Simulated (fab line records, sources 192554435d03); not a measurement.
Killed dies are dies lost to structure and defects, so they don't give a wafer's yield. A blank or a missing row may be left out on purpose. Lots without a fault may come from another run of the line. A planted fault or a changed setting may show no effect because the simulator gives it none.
One fault seen from 3 desks | flow n5_finfet | each desk has only its own numbers; what lay behind them comes last

THE TOOL OWNER'S DESK: litho_track-03
The tool's own readings at N5_BEOL_M6_COAT_60 (time 60 s, resist thk 35 nm): means of the sampled wafers that have a number, for each lot that ran on this tool. A lot is out of limits, marked OUT, if its mean lies more than 4 standard deviations from the usual mean; the brackets give that distance.
Columns: A = exhaust_pa at N5_BEOL_M6_COAT_60, usual 44.9 Pa; B = spin_speed_rpm at N5_BEOL_M6_COAT_60, usual 1500.1 rpm
lot  | first seen here | A    | B
L972 | day 10 07:33    | 44.0 | 1500.5
L984 | day 14 10:16    | 44.7 | 1547.1 (+39) OUT
L988 | day 14 14:59    | 44.5 | 1548.7 (+41) OUT
This desk's finding: out of limits on L984, L988; first on L984, day 14 10:16 (spin_speed_rpm at N5_BEOL_M6_COAT_60). In limits: L972.

THE DEFECT DESK
What the inspections along the route counted, lot by lot: means of the sampled wafers that have a number. A lot is out of limits, marked OUT, if its mean lies more than 4 standard deviations from the usual mean; the brackets give that distance.
Columns: A = raw_defect_count at N5_BEOL_M5_INSPECT_58, usual 75; B = raw_defect_count at N5_BEOL_M6_INSPECT_13, usual 428
lot  | first seen here | A  | B
L972 | day 10 05:26    | 44 | 351
L974 | day 10 22:02    | 93 | 608
L984 | day 14 08:40    | 83 | 449
L988 | day 14 13:04    | 87 | 348
L989 | day 15 06:27    | 56 | 391
L994 | day 16 00:49    | 80 | 341
This desk's finding: nothing out of limits on any of the 6 lots.

THE METROLOGY DESK
What the gauges read, lot by lot, whatever tool the lot ran on: means of the sampled wafers that have a number. A lot is out of limits, marked OUT, if its mean lies more than 4 standard deviations from the usual mean; the brackets give that distance.
Columns: A = M5_RS at N5_BEOL_M5_RS_MEAS_57, usual 0.387 ohm/sq; B = M6_ILD_THK at N5_BEOL_M6_THK_MEAS_01, usual 155.6 nm; C = cd_nm at N5_BEOL_M6_CD_MEAS_11, usual 38.4 nm; D = M6_OVL at N5_BEOL_M6_OVL_MEAS_12, usual -0.1 nm
lot  | first seen here | A     | B     | C    | D
L972 | day 10 05:25    | 0.392 | 156.1 | 38.7 | -0.4
L974 | day 10 22:01    | 0.391 | 156.4 | 38.2 | 0.6
L984 | day 14 08:38    | 0.391 | 156.8 | 39.3 | 0.9
L988 | day 14 13:02    | 0.384 | 154.4 | 38.3 | 0.2
L989 | day 15 06:26    | 0.384 | 157.2 | 38.2 | -1.9
L994 | day 16 00:47    | 0.376 | 152.4 | 38.3 | 0.6
This desk's finding: nothing out of limits on any of the 6 lots.

PUT TOGETHER
The tool owner's desk could have raised an alarm at day 14 10:16, on L984, L988.
The defect desk saw nothing out of limits.
The metrology desk saw nothing out of limits.
The defect desk has L984, L988 on record, within its limits.
The metrology desk has L984, L988 on record, within its limits.
Of the lots named, all ran N5_BEOL_M6_COAT_60 on litho_track-03.

WHAT THE SIMULATOR HAD PUT IN
Process parameter drift: litho_track-03, from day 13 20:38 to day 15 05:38, at N5_BEOL_M6_COAT_60. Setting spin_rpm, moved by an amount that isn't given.
Lots struck among those shown: L984, L988.
Hours from the fault's start to each desk's first reading out of limits: the tool owner's desk, 14.
